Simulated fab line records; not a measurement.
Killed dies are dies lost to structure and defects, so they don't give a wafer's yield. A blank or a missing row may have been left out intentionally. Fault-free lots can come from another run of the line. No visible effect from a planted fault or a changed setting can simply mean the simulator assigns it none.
Which tool did it?    flow nand harc    Sampling: 6 lots, 18 wafers, 4 of 1159 route steps

## WHAT THE GAUGES READ, wafer by wafer
NHARC_P_CONTACT_OVL_MEAS_13.
lot   measured      on          overlay x nm (nm)
L823  day 5 19:44   overlay-01  0.2 0.6 0.9
L825  day 6 12:13   overlay-01  0.4 -0.1 0.0
L828  day 7 04:53   overlay-01  -1.2 -1.3 -1.0
L835  day 8 16:19   overlay-02  -0.3 -0.1 -0.1
L836  day 8 23:07   overlay-02  0.2 -0.7 -0.9
L842  day 10 05:59  overlay-01  -0.3 -0.2 -0.8

## EACH LOT AND THE TOOL THAT RAN IT (in order: tool; ch and the chambers of the sampled wafers; start)
lot   NHARC_P_GATE_STRIP_112               NHARC_P_GATE_STRIP_95                 NHARC_P_CONTACT_EXPOSE_09
L823  plasma asher-02 ch 0,1, day 5 13:28  plasma asher-02 ch 0,1, day 5 16:04   arfi scanner-02 ch 0, day 5 19:31
L825  plasma asher-02 ch 0,1, day 6 06:06  plasma asher-02 ch 0,1, day 6 08:33   arfi scanner-01 ch 0, day 6 11:58
L828  plasma asher-01 ch 0,1, day 6 22:58  plasma asher-01 ch 0,1, day 7 01:17   arfi scanner-02 ch 0, day 7 04:38
L835  plasma asher-01 ch 0,1, day 8 10:11  plasma asher-02 ch 0,1, day 8 12:31   arfi scanner-01 ch 0, day 8 16:06
L836  plasma asher-01 ch 0,1, day 8 17:10  plasma asher-01 ch 0, day 8 19:34     arfi scanner-03 ch 0, day 8 22:53
L842  plasma asher-01 ch 0, day 10 00:02   plasma asher-02 ch 0,1, day 10 02:28  arfi scanner-01 ch 0, day 10 05:45
- NHARC_P_GATE_STRIP_112: strips in N2/H2, time 200 s.
- NHARC_P_GATE_STRIP_95: strips in O2.
- NHARC_P_CONTACT_EXPOSE_09: exposes mask P CA, target cd 90 nm.

## THE ANSWER, worked out from the rows above alone
Rule: the usual values come from the lots themselves. The widest of any qualifying gaps counts: lots, ordered by their means at a reading, are off when they make up no more than a third of the lots, leave a main group of 4 or more, and stand apart from it by 3 or more times the standard deviation of that group's means. The tables above print the reading to a certain number of digits; a main group whose means all agree to those digits is not used. A lot without any number at a reading at which 4 lots or more have one is off too. Any other lot the step has rows for is counted as sound.
No lot is off on any of the readings shown, so nothing can be concluded from this.

## WHAT THE SIMULATOR PUT IN
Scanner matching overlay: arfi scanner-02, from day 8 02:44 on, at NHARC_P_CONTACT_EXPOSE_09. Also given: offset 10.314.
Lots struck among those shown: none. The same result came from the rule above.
